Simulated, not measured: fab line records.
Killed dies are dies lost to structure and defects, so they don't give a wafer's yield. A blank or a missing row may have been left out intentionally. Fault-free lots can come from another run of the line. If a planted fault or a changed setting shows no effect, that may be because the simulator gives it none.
Comparing a struck lot with a sound one ; flow n5-finfet ; 15 out of 1938 route steps
Sound: wafers L407.2, L407.3, L407.5. Struck: wafer L409.1. (L409.3, L409.5 of the same lot were not struck and are left out.) The cause comes at the end.
At each step with rows: each side's tool, then ch and its chambers, then its first start. Under that, the readings that differ: sound wafers ; struck wafers ; difference of the means ; sigmas: that difference in standard deviations of wafers without a fault.
alike: words and numbers the same on both sides, and readings whose means are apart by under 2 such deviations; not compared: readings that were withheld, readings missing a value for some wafer, numbers with overlapping values and no deviation given by the record, and bounds like >300 which may hide the same value.
Wherever a step has rows on one side only, a row that says differs or no value, or a row with sigmas, the two part there. Non-overlapping numbers with no deviation appear without sigmas and do not part them. A reading missing from all wafers of one side parts the sides only when that side holds two or more wafers.

first, 3 steps without rows for these wafers: N5_BEOL_M7_EXPOSE_08 (exposes mask M7); N5_BEOL_M7_PEB_09 (peb time 60 s); N5_BEOL_M7_DEVELOP_10 (develop time 30 s).
N5_BEOL_M7_CD_MEAS_11 targets a cd of 38.5 nm.
  sound on cd-sem-03 ch 0, day 12 10:39; struck on cd-sem-02 ch 0, day 13 16:14
reading;sound;struck;difference;sigmas
cd-nm (nm);37.8 37.4 37.7;39.0;+1.4;+3
N5_BEOL_M7_OVL_MEAS_12:
  sound on overlay-01 ch 0, day 12 10:41; struck on overlay-01 ch 0, day 13 16:16
  alike: M7_OVL
N5_BEOL_M7_INSPECT_13: inspects for defects (brightfield).
  sound on defect-inspect-01, day 12 10:43; struck on defect-inspect-02, day 13 16:17
  alike: raw-defect-count
N5_BEOL_M7_DESCUM_16: chemistry O2, time 7.9 s.
  sound on rie-diel-06 ch 0,3, day 12 10:44; struck on rie-diel-06 ch 2, day 13 16:22
reading;sound;struck;difference;sigmas
drypump-motor-current-A (A);6.2 5.4 6.2;5.2;-0.7;-2
  alike: oes-product-au, rf-vpp-V, showerhead-plenum-p-Torr, temp-c, throttle-valve-pct
  not compared: rf-hours-counter-h
N5_BEOL_M7_ETCH_61: etches SiARC in CF4, target depth 45.5 nm, time 75.8 s.
  sound on rie-diel-06 ch 0,3, day 12 10:47; struck on rie-diel-06 ch 2, day 13 16:23
reading;sound;struck;difference;sigmas
drypump-motor-current-A (A);6.2 5.4 6.2;5.2;-0.7;-2
  alike: etch-rf-on-time-s, oes-product-au, rf-vpp-V, showerhead-plenum-p-Torr, throttle-valve-pct
  not compared: rf-hours-counter-h
N5_BEOL_M7_ETCH_62: etches SOC in N2/H2, target depth 110 nm, overetch 22 nm, time 165 s.
  sound on rie-diel-06 ch 0,3, day 12 10:50; struck on rie-diel-06 ch 2, day 13 16:27
  alike: drypump-motor-current-A, oes-product-au, rf-vpp-V, showerhead-plenum-p-Torr, temp-c, throttle-valve-pct
  not compared: rf-hours-counter-h
then, 1 step without rows for these wafers: N5_BEOL_M7_STRIP_68 (strips in N2/H2).
N5_BEOL_M7_STRIP_67: strips in CF4.
  sound on rie-diel-06 ch 0,3, day 12 10:59; struck on rie-diel-06 ch 2, day 13 16:35
reading;sound;struck;difference;sigmas
drypump-motor-current-A (A);6.2 5.4 6.3;5.2;-0.8;-2
  alike: chamber-pressure-mTorr, oes-product-au, rf-vpp-V, showerhead-plenum-p-Torr, throttle-valve-pct
  not compared: rf-hours-counter-h
N5_BEOL_M7_HM_OPEN_17: chemistry Cl2/BCl3, target TiN, target depth 20 nm, overetch 6 nm.
  sound on rie-metal-03 ch 0,1, day 12 11:01; struck on rie-metal-03 ch 1, day 13 16:38
  alike: drypump-motor-current-A, he-backside-leak-sccm, oes-product-au, throttle-valve-pct
  not compared: rf-hours-counter-h
N5_BEOL_M7_STRIP_19: strips in O2.
  sound on rie-diel-06 ch 0,2, day 12 11:08; struck on rie-diel-06 ch 1, day 13 16:59
reading;sound;struck;difference;sigmas
chamber-pressure-mTorr (mTorr);30.02 30.07 30.01;38.93;+8.90;+99 or more
oes-product-au (a.u.);0.84 0.78 0.79;1.02;+0.22;+3
  alike: drypump-motor-current-A, rf-vpp-V, showerhead-plenum-p-Torr, temp-c, throttle-valve-pct
  not compared: rf-hours-counter-h
N5_BEOL_M7_CD_MEAS_18: pitch 80 nm, target cd 40 nm.
  sound on cd-sem-03, day 12 11:12; struck on cd-sem-02, day 13 17:04
  alike: cd-nm
next, for these wafers, 1 step has no rows: N5_PASSIVATION_PROBE_49.

WHERE THEY PART
At N5_BEOL_M7_CD_MEAS_11 first; at N5_BEOL_M7_STRIP_19 last (within this record only). Later steps at which nothing parts them and some readings are alike: N5_BEOL_M7_CD_MEAS_18.

WHY: what the simulator had put in
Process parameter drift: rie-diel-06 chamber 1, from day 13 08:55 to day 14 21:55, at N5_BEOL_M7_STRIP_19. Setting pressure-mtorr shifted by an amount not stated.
